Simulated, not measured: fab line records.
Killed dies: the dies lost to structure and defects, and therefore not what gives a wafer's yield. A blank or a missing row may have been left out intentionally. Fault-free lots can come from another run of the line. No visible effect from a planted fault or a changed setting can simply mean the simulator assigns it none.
Matching of chambers    flow n5Finfet    uvCure-03 running N5_BEOL_M10_CURE_71: 3 sister chambers
The step cures SiCOH lowk, time 240 s. 16 wafers are shown with their chamber, then 8 later ones without.

WAFERS PAIRED WITH THEIR CHAMBERS
wafer   chamber  wafer_temp_C_max  lampPowerPct (%)
L075.3  0        386.8             52.34
L075.4  0        386.1             52.28
L075.6  0        386.3             52.33
L079.1  1        387.2             52.28
L079.3  1        388.3             52.35
L079.5  1        387.2             52.30
L078.1  1        388.0             52.24
L078.4  1        387.2             52.30
L078.5  1        387.6             52.37
L083.3  2        387.7             52.31
L083.5  2        387.0             52.26
L083.6  2        386.8             52.32
L086.2  1        387.4             52.18
L086.3  1        388.7             52.31
L086.6  1        388.1             52.33
L088.1  0        386.8             52.33

SIGNATURES, as means of the wafers listed above
reading           chamber 0  chamber 1  chamber 2  scatter within a chamber
wafer_temp_C_max  386.500    387.744    387.167    0.501
lampPowerPct      52.3200    52.2956    52.2967    0.0487
Rule: distance of a wafer from a chamber = root of the sum over the readings of ((wafer's reading minus chamber's mean) / reading's scatter) squared. If the next closest chamber is less than 2 further off than the closest, the wafer can't be placed; otherwise it belongs to the closest. The scatter is the square root of a quotient: the sum, over the shown wafers, of each reading's squared deviation from its chamber's mean, divided by wafers minus chambers.

WAFERS WITH NO CHAMBER GIVEN
wafer   wafer_temp_C_max  lampPowerPct (%)
L088.2  386.1             52.24
L088.3  385.6             52.37
L087.3  387.0             52.34
L087.4  387.6             52.24
L087.5  388.4             52.31
L094.1  386.7             52.26
L094.2  386.7             52.31
L094.4  387.1             52.27

EACH ONE'S CHAMBER
wafer   from the rows above           in truth
L088.2  can't be placed: 0 or 2 or 1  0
L088.3  can't be placed: 0 or 2       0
L087.3  can't be placed: 2 or 0 or 1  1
L087.4  can't be placed: 1 or 2 or 0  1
L087.5  can't be placed: 1 or 2       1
L094.1  can't be placed: 2 or 0 or 1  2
L094.2  can't be placed: 0 or 2 or 1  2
L094.4  can't be placed: 2 or 1 or 0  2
Correctly placed: 0 of 8. These rows do not allow placing 8 (true chamber among the candidates in 8). Placed wrongly: 0.
